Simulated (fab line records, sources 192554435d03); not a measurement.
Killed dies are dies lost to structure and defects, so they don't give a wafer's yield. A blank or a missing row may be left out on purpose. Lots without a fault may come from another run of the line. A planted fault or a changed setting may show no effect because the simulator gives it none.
fab line records | flow n5_finfet
record lots=5 wafers=15 last_day=17
route steps=1938 shown SDB@347
lots that met no fault: from a run of the same line without faults
start_h: hours from the record's first day to the start of the lot's first wafer shown | wait_h: hours since the lot's step before | " the same as in the row above | L1.1+2: a row that stands for several wafers | - no value, or no start given | * or withheld: withheld | < > ~ a bound
route shown NAME@n: a module of which the file shows steps, and the number in the route of the first | usual: mean/standard deviation of fault-free wafers | same: alike in all rows | chamber/n: place in a boat | sites: the reading at each site | _std_site: their standard deviation | _edge_site: outer sites' mean less inner sites' | radius_mm: how far each site lies from the wafer's centre | mask NAME#n: copy n | behind: the tool/chamber that last shaped the wafer | hold: why the lot was held/for how many hours/how that ended | device: the transistor (n, p or np) that didn't switch | end of line: the same wafers' tests at the end of the route | a step without rows: its recipe alone | killed: dies lost to structure and defects at the first sort, not the wafer's yield | map: a wafer's dies, x killed, . not, _ none there
set.NAME: the setting as run; set.NAME@STEP: as run at that earlier step | model.NAME: the simulator's own value behind a step, which no gauge read
lots at some steps of the route; a table a step, a row a wafer
services: from which hour (start_h, from the record's first day; less than 0 if before it) a tool's chamber was out of use, for how many hours, and why
## steps
# step N5_SDB_HM_DEP_00
# recipe material=SiNx target_thk_a=400 temp_c=400 precursor=SiH4/NH3/N2 pressure_torr=1.5 rf_w=300 time_s=35.3
# usual heater_power_w=785/63 showerhead_plenum_p_Torr=5.16/0.085 susceptor_temp_C=400.01/0.22 throttle_valve_pct=38.8/1.9
# columns lot.wafer tool chamber start_h wait_h heater_power_w showerhead_plenum_p_Torr susceptor_temp_C throttle_valve_pct
L075.1 pecvd-03 1 73.98 0.0 689 5.09 400.08 38.3
L075.3 " 0 " " 814 5.08 399.91 39.6
L075.5 " 2 " " 870 5.09 399.59 38.1
L083.3 pecvd-03 2 120.78 0.0 932 5.10 400.00 38.2
L083.4 " 2 " " 927 5.10 399.96 38.3
L083.6 " 1 " " 797 5.08 400.27 38.9
L088.1 pecvd-01 0 150.10 0.0 745 5.25 400.06 37.4
L088.2 " 2 " " 735 5.18 399.97 40.2
L088.4 " 1 " " 658 5.03 400.05 40.2
L090.1 pecvd-01 0 160.87 0.0 666 5.23 400.14 37.5
L090.3 " 0 " " 672 5.23 400.21 37.5
L090.5 " 0 " " 656 5.23 400.19 37.6
L096.1 pecvd-03 1 199.25 0.0 737 5.09 399.80 38.7
L096.4 " 0 " " 720 5.08 399.52 39.8
L096.5 " 1 " " 745 5.09 399.74 38.8
# step N5_SDB_COAT_03
# recipe resist=SOC temp_c=250 time_s=60 spin_rpm=1500 resist_thk_nm=100
# columns lot.wafer tool chamber start_h wait_h
L075.1+3+5 litho_track-01 0 74.06 0.1
L083.3+4+6 litho_track-02 0 120.87 0.1
L088.1+2+4 litho_track-03 0 150.18 0.1
L090.1+3+5 litho_track-02 0 160.98 0.1
L096.1+4+5 litho_track-02 0 199.33 0.1
# step N5_SDB_COAT_04
# recipe resist=SiARC temp_c=220 time_s=60 spin_rpm=1500 resist_thk_nm=18
# columns lot.wafer tool chamber start_h wait_h
L075.1+3+5 litho_track-01 0 - -
L083.3+4+6 litho_track-02 0 - -
L088.1+2+4 litho_track-03 0 - -
L090.1+3+5 litho_track-02 0 - -
L096.1+4+5 litho_track-02 0 - -
# step N5_SDB_COAT_05
# recipe resist=CAR-ArF spin_rpm=1500 resist_thk_nm=90
# columns lot.wafer tool chamber start_h wait_h
L075.1+3+5 litho_track-01 0 - -
L083.3+4+6 litho_track-02 0 - -
L088.1+2+4 litho_track-03 0 - -
L090.1+3+5 litho_track-02 0 - -
L096.1+4+5 litho_track-02 0 - -
# step N5_SDB_EBR_07
# recipe solvent=PGMEA ebr_width_mm=1.5
# columns lot.wafer tool chamber start_h wait_h
L075.1+3+5 litho_track-01 0 - -
L083.3+4+6 litho_track-02 0 - -
L088.1+2+4 litho_track-03 0 - -
L090.1+3+5 litho_track-02 0 - -
L096.1+4+5 litho_track-02 0 - -
# step N5_SDB_SOFTBAKE_06
# recipe temp_c=110 time_s=60 resist=CAR-ArF
# columns lot.wafer tool chamber start_h wait_h
L075.1+3+5 litho_track-01 0 - -
L083.3+4+6 litho_track-02 0 - -
L088.1+2+4 litho_track-03 0 - -
L090.1+3+5 litho_track-02 0 - -
L096.1+4+5 litho_track-02 0 - -
# step N5_SDB_EXPOSE_08
# recipe mask_id=SDB na=1.35 source_shape=conventional sigma_outer=0.5 polarization=unpolarized dose_mj=49.6
# columns lot.wafer tool chamber start_h wait_h mask
L075.1+3+5 arfi_scanner-01 0 74.18 - SDB#0
L083.3+4+6 arfi_scanner-01 0 121.12 - SDB#0
L088.1+2+4 arfi_scanner-01 0 150.42 - SDB#0
L090.1+3+5 arfi_scanner-03 0 161.10 - SDB#0
L096.1+4+5 arfi_scanner-01 0 199.45 - SDB#0
# step N5_SDB_PEB_09
# recipe peb_temp_c=withheld peb_time_s=60 resist=CAR-ArF
# columns lot.wafer tool chamber start_h wait_h
L075.1+3+5 litho_track-01 0 74.24 0.1
L083.3+4+6 litho_track-03 0 121.17 0.0
L088.1+2+4 litho_track-03 0 150.48 0.1
L090.1+3+5 litho_track-03 0 161.16 0.1
L096.1+4+5 litho_track-02 0 199.50 0.1
# step N5_SDB_DEVELOP_10
# recipe develop_time_s=30 developer=TMAH resist=CAR-ArF rinse_liquid=diw dry=air_spin dev_temp_c=23
# columns lot.wafer tool chamber start_h wait_h
L075.1+3+5 litho_track-01 0 - -
L083.3+4+6 litho_track-03 0 - -
L088.1+2+4 litho_track-03 0 - -
L090.1+3+5 litho_track-03 0 - -
L096.1+4+5 litho_track-02 0 - -
# step N5_SDB_CD_MEAS_11
# recipe target_cd_nm=50 landing_energy_ev=500 detector=se_inlens polarity=opening
# usual cd_nm=49.8/1.2
# same landing_energy_ev=500
# columns lot.wafer tool chamber start_h wait_h cd_nm
L075.1 cd_sem-01 0 74.31 - 49.3
L075.3 " 0 " " 49.4
L075.5 " 0 " " 50.4
L083.3 cd_sem-02 0 121.24 - 50.3
L083.4 " 0 " " 50.5
L083.6 " 0 " " 47.7
L088.1 cd_sem-01 0 150.55 - 50.1
L088.2 " 0 " " 48.6
L088.4 " 0 " " 47.9
L090.1 cd_sem-01 0 161.23 - 48.7
L090.3 " 0 " " 49.7
L090.5 " 0 " " 48.5
L096.1 cd_sem-01 0 199.57 - 50.4
L096.4 " 0 " " 50.4
L096.5 " 0 " " 52.0
# step N5_SDB_OVL_MEAS_12
# recipe points_per_wafer=44
# usual SDB_OVL=-0.4/0.91
# columns lot.wafer tool chamber start_h wait_h SDB_OVL[nm]
L075.1 overlay-01 0 74.34 0.0 0.7
L075.3 " 0 " " 0.0
L075.5 " 0 " " 0.2
L083.3 overlay-02 0 121.27 0.0 -0.4
L083.4 " 0 " " -1.3
L083.6 " 0 " " -0.7
L088.1 overlay-02 0 150.58 0.0 0.1
L088.2 " 0 " " 0.1
L088.4 " 0 " " 1.0
L090.1 overlay-02 0 161.26 0.0 0.6
L090.3 " 0 " " -0.8
L090.5 " 0 " " -0.3
L096.1 overlay-01 0 199.60 0.0 -1.3
L096.4 " 0 " " -0.7
L096.5 " 0 " " -1.9
# step N5_SDB_INSPECT_13
# recipe mode=adi inspect_instrument=brightfield
# usual raw_defect_count=74/33
# columns lot.wafer tool chamber start_h wait_h raw_defect_count
L075.1 defect_inspect-01 - 74.36 0.0 74
L075.3 " - " " 101
L075.5 " - " " 53
L083.3 defect_inspect-01 - 121.29 0.0 120
L083.4 " - " " 117
L083.6 " - " " 86
L088.1 defect_inspect-01 - 150.60 0.0 138
L088.2 " - " " 101
L088.4 " - " " 108
L090.1 defect_inspect-02 - 161.28 0.0 58
L090.3 " - " " 40
L090.5 " - " " 58
L096.1 defect_inspect-02 - 199.63 0.0 42
L096.4 " - " " 36
L096.5 " - " " 19
# step N5_SDB_DESCUM_16
# recipe chemistry=O2 time_s=7.9 source_power_w=50 bias_power_w=20 pressure_mtorr=20 rf_frequency_hz=2.712e+07 temp_c=40 resist=CAR-ArF o2_flow_sccm=225
# usual drypump_motor_current_A=5.7/0.46 oes_product_au=0.75/0.072 rf_vpp_V=243.7/1.1 showerhead_plenum_p_Torr=2.12/0.057 throttle_valve_pct=20.4/0.33
# columns lot.wafer tool chamber start_h wait_h drypump_motor_current_A oes_product_au rf_hours_counter_h rf_vpp_V showerhead_plenum_p_Torr throttle_valve_pct
L075.1 rie_diel-04 1 74.55 0.2 5.1 0.71 190 244.6 2.17 20.8
L075.3 " 3 " " 5.4 0.71 227 243.1 2.09 20.6
L075.5 " 2 " " 4.8 0.72 - 243.8 2.17 20.8
L083.3 rie_diel-04 1 121.32 0.0 5.1 0.70 206 244.5 2.16 20.8
L083.4 " 2 " " 4.8 0.71 - 244.8 2.16 20.9
L083.6 " 3 " " 5.4 0.70 - 243.6 2.08 20.7
L088.1 rie_diel-06 2 150.88 0.3 6.0 0.76 158 245.2 2.17 19.9
L088.2 " 3 " " 5.8 0.75 181 243.2 2.05 20.4
L088.4 " 0 " " 5.7 0.78 121 242.8 2.07 20.0
L090.1 rie_diel-04 1 161.31 0.0 5.1 0.67 224 245.3 2.15 20.8
L090.3 " 0 " " 5.9 0.96 5 240.8 2.06 20.1
L090.5 " 1 " " 5.1 0.68 - 244.2 2.15 20.8
L096.1 rie_diel-05 3 199.73 0.1 5.6 0.89 19 244.6 2.23 20.3
L096.4 " 1 " " 5.2 1.01 1 245.0 2.15 20.2
L096.5 " 0 " " 6.0 0.73 - 243.0 2.14 20.1
# step N5_SDB_ETCH_17
# recipe chemistry=CF4 target=SiARC target_depth_a=234 mask_material=CAR-ArF time_s=39 ion_energy_ev=80 pressure_mtorr=40 source_w=545 bias_w=36 Ar_flow_sccm=100 cf4_flow_sccm=100 ends=cleared
# usual drypump_motor_current_A=5.7/0.46 etch_rf_on_time_s=39.2/1.6 mfc_ar_sccm=100.0/0.34 oes_product_au=0.64/0.066 rf_vpp_V=184.5/1 showerhead_plenum_p_Torr=2.18/0.047 throttle_valve_pct=15.66/0.26
# columns lot.wafer tool chamber start_h wait_h drypump_motor_current_A etch_rf_on_time_s mfc_ar_sccm oes_product_au rf_hours_counter_h rf_vpp_V showerhead_plenum_p_Torr throttle_valve_pct
L075.1 rie_diel-04 1 74.59 0.0 5.1 38.5 100.6 0.63 190 186.2 2.21 15.94
L075.3 " 3 " " 5.4 40.3 99.6 0.59 227 182.8 2.12 15.74
L075.5 " 2 " " 4.8 40.1 100.0 0.60 - 186.3 2.21 15.90
L083.3 rie_diel-04 1 121.36 0.0 5.1 39.0 100.4 0.61 206 184.0 2.21 15.96
L083.4 " 2 " " 4.8 41.0 99.8 0.58 - 185.4 2.20 15.95
L083.6 " 3 " " 5.4 40.6 99.6 0.58 - 183.2 2.11 15.77
L088.1 rie_diel-06 2 150.92 0.0 6.1 37.3 99.9 0.66 158 185.6 2.22 15.17
L088.2 " 3 " " 5.8 37.2 100.2 0.65 181 183.8 2.15 15.84
L088.4 " 0 " " 5.7 40.9 100.4 0.65 121 184.2 2.16 15.44
L090.1 rie_diel-04 1 161.35 0.0 5.1 39.3 100.0 0.60 224 187.0 2.20 15.99
L090.3 " 0 " " 5.9 37.2 100.4 0.84 5 184.0 2.10 15.22
L090.5 " 1 " " 5.1 39.0 100.4 0.60 - 185.0 2.20 16.00
L096.1 rie_diel-05 3 199.76 0.0 5.6 38.0 100.6 0.78 19 186.3 2.27 15.33
L096.4 " 1 " " 5.2 37.9 100.0 0.88 1 185.1 2.20 15.41
L096.5 " 0 " " 6.1 37.7 100.1 0.65 - 185.1 2.22 15.58
# step N5_SDB_ETCH_18
# recipe chemistry=N2/H2 target=SOC target_depth_a=1000 overetch_a=200 mask_material=SiARC temp_c=40 time_s=150 ion_energy_ev=200 pressure_mtorr=30 source_w=840 bias_w=150 n2_flow_sccm=200 h2_flow_sccm=200
# usual drypump_motor_current_A=5.7/0.46 h2_flow_sccm=200.0/0.58 oes_product_au=0.68/0.061 rf_vpp_V=525.0/1.9 showerhead_plenum_p_Torr=2.58/0.071 throttle_valve_pct=17.86/0.22
# columns lot.wafer tool chamber start_h wait_h drypump_motor_current_A h2_flow_sccm oes_product_au rf_hours_counter_h rf_vpp_V showerhead_plenum_p_Torr throttle_valve_pct
L075.1 rie_diel-04 1 74.62 0.0 5.1 200.5 0.65 190 526.3 2.62 18.04
L075.3 " 3 " " 5.4 200.3 0.63 227 522.3 2.49 17.73
L075.5 " 2 " " 4.8 199.3 0.63 - 527.0 2.63 18.23
L083.3 rie_diel-04 1 121.39 0.0 5.1 199.7 0.64 206 525.6 2.61 18.08
L083.4 " 2 " " 4.8 200.3 0.63 - 526.6 2.62 18.27
L083.6 " 3 " " 5.4 199.9 0.63 - 522.6 2.49 17.76
L088.1 rie_diel-06 2 150.95 0.0 6.1 199.5 0.68 158 525.5 2.68 17.63
L088.2 " 3 " " 5.8 200.2 0.67 181 521.5 2.53 18.04
L088.4 " 0 " " 5.7 200.7 0.70 121 524.0 2.56 17.64
L090.1 rie_diel-04 1 161.39 0.0 5.1 199.7 0.63 224 525.8 2.60 18.13
L090.3 " 0 " " 5.9 200.5 0.85 5 522.4 2.52 17.67
L090.5 " 1 " " 5.1 200.2 0.63 - 526.0 2.61 18.12
L096.1 rie_diel-05 3 199.80 0.0 5.6 200.7 0.80 19 527.4 2.73 17.85
L096.4 " 1 " " 5.2 200.9 0.91 1 525.0 2.61 17.63
L096.5 " 0 " " 6.0 200.5 0.66 - 524.5 2.63 17.65
# step N5_SDB_STRIP_19
# recipe chemistry=N2/H2 temp_c=40 n2_flow_sccm=200 h2_flow_sccm=200 rf_frequency_hz=6e+07
# columns lot.wafer tool chamber start_h wait_h
L075.1+3+5 rie_diel-04 1,3,2 74.75 0.1
L083.3+4+6 rie_diel-04 1,2,3 121.52 0.1
L088.1+2+4 rie_diel-06 2,3,0 151.08 0.1
L090.1+3+5 rie_diel-04 1,0,1 161.51 0.1
L096.1+4+5 rie_diel-05 3,1,0 199.92 0.1
# step N5_SDB_STRIP_21
# recipe chemistry=CF4 resist=SiARC power_w=300 bias_power_w=75 pressure_mtorr=50 cf4_flow_sccm=150 rf_frequency_hz=6e+07
# usual drypump_motor_current_A=5.7/0.46 oes_product_au=0.75/0.067 power_w=300.1/0.89 rf_vpp_V=271.7/1.2 showerhead_plenum_p_Torr=1.82/0.043 throttle_valve_pct=13.64/0.26
# columns lot.wafer tool chamber start_h wait_h drypump_motor_current_A oes_product_au power_w rf_hours_counter_h rf_vpp_V showerhead_plenum_p_Torr throttle_valve_pct
L075.1 rie_diel-04 1 74.76 0.0 5.1 0.71 298.5 190 271.7 1.85 13.90
L075.3 " 3 " " 5.4 0.71 298.7 227 271.9 1.76 13.70
L075.5 " 2 " " 4.8 0.70 301.6 - 273.3 1.85 13.90
L083.3 rie_diel-04 1 121.53 0.0 5.1 0.71 298.8 206 272.8 1.85 13.94
L083.4 " 2 " " 4.8 0.70 299.3 - 272.0 1.85 13.92
L083.6 " 3 " " 5.4 0.70 300.6 - 271.2 1.76 13.74
L088.1 rie_diel-06 2 151.09 0.0 6.1 0.75 300.5 158 272.5 1.85 13.18
L088.2 " 3 " " 5.8 0.74 298.4 181 269.8 1.80 13.80
L088.4 " 0 " " 5.7 0.77 301.2 121 270.9 1.81 13.43
L090.1 rie_diel-04 1 161.52 0.0 5.1 0.70 299.7 224 272.5 1.84 14.00
L090.3 " 0 " " 5.9 0.95 300.4 5 269.7 1.75 13.14
L090.5 " 1 " " 5.1 0.70 299.2 - 273.7 1.84 13.98
L096.1 rie_diel-05 3 199.93 0.0 5.6 0.89 300.2 19 273.4 1.92 13.34
L096.4 " 1 " " 5.2 1.00 299.3 1 271.9 1.85 13.37
L096.5 " 0 " " 6.1 0.73 300.8 - 272.1 1.87 13.64
# step N5_SDB_HM_OPEN_20
# recipe chemistry=CH3F/O2 target=SiNx mask_material=SOC target_depth_a=240 stop_on=poly-Si over_etch_frac=0.4 ion_energy_ev=120 pressure_mtorr=30 source_w=395 bias_w=73 Ar_flow_sccm=150 CH3F_flow_sccm=30 O2_flow_sccm=20
# usual drypump_motor_current_A=5.7/0.47 mfc_ar_sccm=149.9/0.47 oes_product_au=0.62/0.056 rf_vpp_V=301/12 showerhead_plenum_p_Torr=2.04/0.043 throttle_valve_pct=16.38/0.27
# columns lot.wafer tool chamber start_h wait_h drypump_motor_current_A mfc_ar_sccm oes_product_au rf_hours_counter_h rf_vpp_V showerhead_plenum_p_Torr throttle_valve_pct
L075.1 rie_diel-04 1 74.78 0.0 5.1 150.0 0.59 190 290 2.07 16.67
L075.3 " 3 " " 5.4 149.3 0.58 227 296 1.99 16.58
L075.5 " 2 " " 4.8 149.9 0.59 - 305 2.06 16.63
L083.3 rie_diel-04 1 121.55 0.0 5.1 151.0 0.58 206 289 2.07 16.69
L083.4 " 2 " " 4.8 149.4 0.58 - 304 2.06 16.66
L083.6 " 3 " " 5.4 150.4 0.59 - 298 1.99 16.59
L088.1 rie_diel-06 2 151.11 0.0 6.1 149.6 0.61 158 298 2.08 15.95
L088.2 " 3 " " 5.8 150.2 0.60 181 310 2.00 16.58
L088.4 " 0 " " 5.7 149.9 0.66 121 319 2.01 16.15
L090.1 rie_diel-04 1 161.54 0.0 5.1 150.7 0.57 225 290 2.06 16.74
L090.3 " 0 " " 5.9 149.9 0.79 5 288 1.97 16.02
L090.5 " 1 " " 5.1 150.7 0.57 - 290 2.06 16.74
L096.1 rie_diel-05 3 199.95 0.0 5.6 149.9 0.74 19 277 2.11 15.97
L096.4 " 1 " " 5.2 150.6 0.83 1 304 2.05 16.09
L096.5 " 0 " " 6.1 149.9 0.62 - 303 2.06 16.21
# step N5_SDB_STRIP_22
# recipe chemistry=N2/H2 power_w=1000 temp_c=250 h2_frac=0.65 overash_fraction=0.3 pressure_mtorr=withheld n2_flow_sccm=1750 h2_flow_sccm=3250
# usual drypump_motor_current_A=5.50/0.23 h2_flow_sccm=3251/9.5 heater_power_w=325/19 oes_product_au=0.715/0.0043 strip_time_to_endpoint_s=96.3/0.52
# columns lot.wafer tool chamber start_h wait_h drypump_motor_current_A h2_flow_sccm heater_power_w oes_product_au rf_hours_counter_h strip_time_to_endpoint_s
L075.1 plasma_asher-02 1 74.86 0.1 5.40 3237 312 0.719 90 95.6
L075.3 " 0 " " 5.56 3256 319 0.711 - 95.8
L075.5 " 0 " " 5.56 3259 314 0.718 - 95.9
L083.3 plasma_asher-02 0 122.02 0.4 5.55 3255 322 0.721 - 96.3
L083.4 " 1 " " 5.42 3261 306 0.719 - 96.7
L083.6 " 0 " " 5.55 3240 322 0.722 - 96.6
L088.1 plasma_asher-02 1 151.19 0.1 5.41 3265 305 0.723 108 96.4
L088.2 " 0 " " 5.54 3253 321 0.715 108 96.2
L088.4 " 1 " " 5.41 3260 300 0.712 - 96.6
L090.1 plasma_asher-02 0 161.62 0.1 5.57 3258 324 0.718 110 96.3
L090.3 " 0 " " 5.56 3255 318 0.716 - 95.3
L090.5 " 0 " " 5.54 3273 318 0.711 - 96.4
L096.1 plasma_asher-01 0 200.04 0.1 5.18 3253 344 0.717 58 96.0
L096.4 " 0 " " 5.19 3244 351 0.717 - 95.6
L096.5 " 1 " " 5.92 3269 357 0.711 - 96.0
# step N5_SDB_PRECLEAN_23
# recipe chemistry=dHF time_s=30 temp_c=25 dilution=withheld
# columns lot.wafer tool chamber start_h wait_h
L075.1+3+5 wet_bench-01 6,1,5 75.01 0.1
L083.3+4+6 wet_bench-02 1,2,3 122.13 0.1
L088.1+2+4 wet_bench-01 3,0,1 151.34 0.1
L090.1+3+5 wet_bench-01 7,6,2 161.77 0.1
L096.1+4+5 wet_bench-02 2,4,6 200.19 0.1
# step N5_SDB_DUMMY_REMOVE_24
# recipe chemistry=TMAH temp_c=70 target=poly-Si stop_on=SiO2 target_depth_nm=142 conc_wt_pct=5 time_s=57 dry=ipa_marangoni rinse_time_s=30 rinse_temp_c=23
# columns lot.wafer tool chamber start_h wait_h
L075.1+3+5 wet_bench-01 6,1,5 75.02 0.0
L083.3+4+6 wet_bench-02 1,2,3 122.14 0.0
L088.1+2+4 wet_bench-01 3,0,1 151.35 0.0
L090.1+3+5 wet_bench-01 7,6,2 161.78 0.0
L096.1+4+5 wet_bench-02 2,4,6 200.20 0.0
# step N5_SDB_ETCH_25
# recipe chemistry=C4F6/O2 target=SiO2 target_depth_a=100 time_s=3.3 ion_energy_ev=250 mask_material=SiNx pressure_mtorr=30 source_w=345 bias_w=185 Ar_flow_sccm=300 C4F6_flow_sccm=10 O2_flow_sccm=10
# usual drypump_motor_current_A=5.7/0.47 mfc_ar_sccm=300.0/0.9 oes_product_au=0.76/0.081 rf_vpp_V=670/31 showerhead_plenum_p_Torr=2.90/0.075 throttle_valve_pct=21.19/0.26
# columns lot.wafer tool chamber start_h wait_h drypump_motor_current_A mfc_ar_sccm oes_product_au rf_hours_counter_h rf_vpp_V showerhead_plenum_p_Torr throttle_valve_pct
L075.1 rie_diel-04 3 75.22 0.2 5.4 298.3 0.70 228 664 2.84 21.35
L075.3 " 2 " " 4.8 299.9 0.70 199 685 2.93 21.47
L075.5 " 2 " " 4.8 298.7 0.71 - 687 2.93 21.46
L083.3 rie_diel-04 1 122.20 0.0 5.1 299.9 0.71 207 646 2.93 21.48
L083.4 " 2 " " 4.8 299.9 0.69 - 687 2.92 21.48
L083.6 " 1 " " 5.1 301.2 0.70 - 647 2.93 21.49
L088.1 rie_diel-06 2 151.52 0.1 6.1 300.8 0.76 159 666 2.96 20.74
L088.2 " 3 " " 5.7 299.6 0.76 181 698 2.85 21.46
L088.4 " 0 " " 5.7 300.9 0.77 121 715 2.87 20.96
L090.1 rie_diel-04 1 161.85 0.0 5.1 301.0 0.69 225 647 2.92 21.51
L090.3 " 2 " " 4.8 300.9 0.68 234 683 2.91 21.51
L090.5 " 2 " " 4.8 299.9 0.68 - 685 2.91 21.50
L096.1 rie_diel-05 0 200.26 0.0 6.1 298.8 0.74 201 679 2.92 20.91
L096.4 " 3 " " 5.6 301.1 0.90 19 621 2.99 20.82
L096.5 " 0 " " 6.1 299.8 0.73 - 681 2.92 20.92
# step N5_SDB_CUT_ETCH_26
# recipe chemistry=HBr/Cl2/O2 target=Si target_depth_a=1296 bt_time_s=20 mask_material=SiNx time_s=51.8 ion_energy_ev=* bias_w=* pressure_mtorr=10 icp_w=800 HBr_flow_sccm=150 Cl2_flow_sccm=80 O2_flow_sccm=12
# usual HBr_flow_sccm=149.9/0.44 drypump_motor_current_A=5.8/0.49 oes_product_au=1.006/0.016 throttle_valve_pct=37.2/0.37
# columns lot.wafer tool chamber start_h wait_h HBr_flow_sccm drypump_motor_current_A oes_product_au rf_hours_counter_h throttle_valve_pct
L075.1 rie_si-03 1 75.30 0.1 150.2 6.0 0.995 31 36.7
L075.3 " 3 " " 149.0 6.5 1.021 115 37.1
L075.5 " 0 " " 150.0 5.6 0.999 - 37.1
L083.3 rie_si-03 2 122.28 0.1 149.7 6.5 1.019 45 37.7
L083.4 " 2 " " 149.8 6.5 1.018 - 37.7
L083.6 " 1 " " 149.8 6.0 0.994 - 36.7
L088.1 rie_si-05 1 151.61 0.1 149.7 5.8 1.002 39 36.6
L088.2 " 2 " " 149.7 6.6 1.001 77 36.9
L088.4 " 3 " " 149.8 5.3 1.011 133 37.7
L090.1 rie_si-04 0 161.93 0.1 150.3 6.2 0.981 54 37.2
L090.3 " 3 " " 150.4 5.8 1.032 5 37.5
L090.5 " 3 " " 149.5 5.8 1.025 - 37.4
L096.1 rie_si-05 1 200.35 0.1 149.9 5.8 1.008 40 36.6
L096.4 " 2 " " 150.3 6.6 0.998 78 36.8
L096.5 " 3 " " 150.2 5.3 0.997 - 37.7
# step N5_SDB_PRECLEAN_38
# recipe chemistry=dHF time_s=10 dilution=750:1 temp_c=25
# columns lot.wafer tool chamber start_h wait_h
L075.1+3+5 wet_bench-01 4,7,3 75.42 0.1
L083.3+4+6 wet_bench-01 2,3,1 122.40 0.1
L088.1+2+4 wet_bench-01 4,6,2 151.89 0.2
L090.1+3+5 wet_bench-02 5,4,3 162.05 0.1
L096.1+4+5 wet_bench-02 3,5,6 200.51 0.1
# step N5_SDB_PRECLEAN_39
# recipe chemistry=O3/DIW time_s=45 temp_c=22 o3_ppm=10
# columns lot.wafer tool chamber start_h wait_h
L075.1+3+5 wet_bench-01 4,7,3 75.43 0.0
L083.3+4+6 wet_bench-01 2,3,1 122.40 0.0
L088.1+2+4 wet_bench-01 4,6,2 151.89 0.0
L090.1+3+5 wet_bench-02 5,4,3 162.05 0.0
L096.1+4+5 wet_bench-02 3,5,6 200.52 0.0
# step N5_SDB_SRD_28
# recipe dry=ipa_marangoni time_s=30 temp_c=23 rinse_liquid=diw
# columns lot.wafer tool chamber start_h wait_h
L075.1+3+5 wet_bench-01 4,7,3 75.44 0.0
L083.3+4+6 wet_bench-01 2,3,1 122.42 0.0
L088.1+2+4 wet_bench-01 4,6,2 151.91 0.0
L090.1+3+5 wet_bench-02 5,4,3 162.07 0.0
L096.1+4+5 wet_bench-02 3,5,6 200.53 0.0
# step N5_SDB_ALD_29
# recipe material=SiNx target_thk_a=300 temp_c=400 ald_precursor_family=SiH2I2 ald_co_reactant=N2/H2-plasma pulse_time_s=1 ald_cycles=600 purge_time_s=2 co_reactant_purge_time_s=2 pressure_torr=2
# usual heater_power_w=844/110 precursor_pulse_height_rel=1.001/0.021 susceptor_temp_C=399.98/0.2
# same pulse_time_s=1
# columns lot.wafer tool chamber start_h wait_h heater_power_w precursor_pulse_height_rel susceptor_temp_C
L075.1 ald_sin-01 3 75.49 0.0 841 1.064 399.77
L075.3 " 0 " " 759 0.993 400.05
L075.5 " 1 76.84 1.4 928 1.012 399.80
L083.3 ald_sin-04 3 122.46 0.0 663 1.011 400.18
L083.4 " 2 " " 937 0.995 399.88
L083.6 " 0 123.82 1.4 846 1.016 400.04
L088.1 ald_sin-04 3 151.95 0.0 676 0.980 400.13
L088.2 " 1 " " 881 1.015 399.73
L088.4 " 2 " " 933 1.024 400.02
L090.1 ald_sin-01 3 162.11 0.0 863 1.024 400.08
L090.3 " 0 " " 743 1.002 399.90
L090.5 " 0 163.47 1.4 763 1.031 399.77
L096.1 ald_sin-02 0 200.57 0.0 959 1.008 399.57
L096.4 " 1 " " 834 1.007 400.17
L096.5 " 2 201.93 1.4 702 0.997 399.97
# step N5_SDB_CMP_30
# recipe stop_on=poly-Si t_overpolish_s=1.54 post_cmp_clean=alkaline_brush down_force_psi=4.1491 platen_rpm=51.796 pad_velocity_m_s=1.0306 target_thk_nm=30
# usual motor_current_A=12.9/1.3 overpolish_run_s=1.539/0.0099 slurry_flow_ml_min=150.0/0.46 time_to_endpoint_s=16/3.3
# columns lot.wafer tool chamber start_h wait_h motor_current_A overpolish_run_s slurry_flow_ml_min time_to_endpoint_s
L075.3 cmp-01 0 78.26 1.4 15.1 1.542 149.7 15
L075.1 " 2 " " 10.5 1.550 150.2 17
L075.5 " 0 " " 14.4 1.529 149.8 15
L083.3 cmp-04 1 125.27 1.5 14.0 1.530 149.7 19
L083.4 " 2 " " 11.9 1.555 149.9 20
L083.6 " 0 " " 13.4 1.548 150.4 13
L088.1 cmp-04 2 154.73 1.4 11.5 1.553 149.7 20
L088.2 " 3 " " 12.4 1.526 149.9 20
L088.4 " 0 " " 12.6 1.548 149.9 15
L090.3 cmp-04 3 164.85 1.4 12.6 1.533 149.3 19
L090.1 " 1 " " 13.0 1.555 150.7 18
L090.5 " 0 " " 12.9 1.542 150.7 12
L096.4 cmp-01 2 203.35 1.4 10.5 1.528 149.3 17
L096.1 " 3 " " 11.6 1.528 150.0 23
L096.5 " 1 " " 12.7 1.570 149.6 20
# step N5_SDB_THK_MEAS_31
# recipe reads=a-Si_of_DUMMY_GATE_CVD_03
# usual SDB_THK=63.8/1.4
# columns lot.wafer tool chamber start_h wait_h SDB_THK[nm]
L075.1 film_metro-02 - 78.63 - 62.7
L075.3 " - " " 63.1
L075.5 " - " " 61.1
L083.3 film_metro-02 - 125.49 - 64.2
L083.4 " - " " 62.0
L083.6 " - " " 61.7
L088.1 film_metro-02 - 154.98 - 65.3
L088.2 " - " " 65.7
L088.4 " - " " 64.3
L090.1 film_metro-02 - 165.14 - 62.1
L090.3 " - " " 62.3
L090.5 " - " " 61.1
L096.1 film_metro-01 - 203.60 - 61.7
L096.4 " - " " 63.3
L096.5 " - " " 61.3
# step N5_SDB_INSPECT_36
# recipe inspect_instrument=darkfield mode=post_cmp
# usual raw_defect_count=38/17
# columns lot.wafer tool chamber start_h wait_h raw_defect_count
L075.1 defect_inspect-02 - 78.65 0.0 16
L075.3 " - " " 41
L075.5 " - " " 19
L083.3 defect_inspect-01 - 125.52 0.0 17
L083.4 " - " " 27
L083.6 " - " " 45
L088.1 defect_inspect-02 - 155.01 0.0 45
L088.2 " - " " 41
L088.4 " - " " 22
L090.1 defect_inspect-01 - 165.17 0.0 55
L090.3 " - " " 68
L090.5 " - " " 38
L096.1 defect_inspect-02 - 203.63 0.0 27
L096.4 " - " " 44
L096.5 " - " " 32
## services
# columns tool chamber start_h hours kind
arfi_scanner-01 - 52.25 1.4 repair
rie_diel-04 0 55.45 12.6 repair
ald_sin-04 - 72.06 1.7 repair
rie_si-05 3 73.03 3.9 repair
rie_diel-06 1 80.31 8.1 repair
rie_si-05 1 80.74 5.6 repair
rie_diel-06 0 81.71 7.0 repair
rie_diel-06 3 86.99 2.4 repair
rie_diel-06 2 88.53 27.7 repair
arfi_scanner-01 - 107.58 0.8 pm
rie_si-03 3 109.99 30.1 repair
ald_sin-01 - 111.09 0.5 repair
rie_si-05 2 112.34 13.8 repair
pecvd-03 - 122.85 0.5 repair
cmp-04 - 135.90 6.4 pm
arfi_scanner-01 - 141.20 1.4 repair
arfi_scanner-01 - 153.16 1.3 pm
cmp-04 - 158.77 1.5 repair
arfi_scanner-01 - 164.49 5.4 repair
cmp-04 - 184.10 1.0 repair
arfi_scanner-01 - 184.89 1.0 pm
cmp-04 - 190.04 7.5 pm
plasma_asher-02 - 197.62 14.6 pm
cmp-04 - 199.68 1.3 repair
## key
fault none
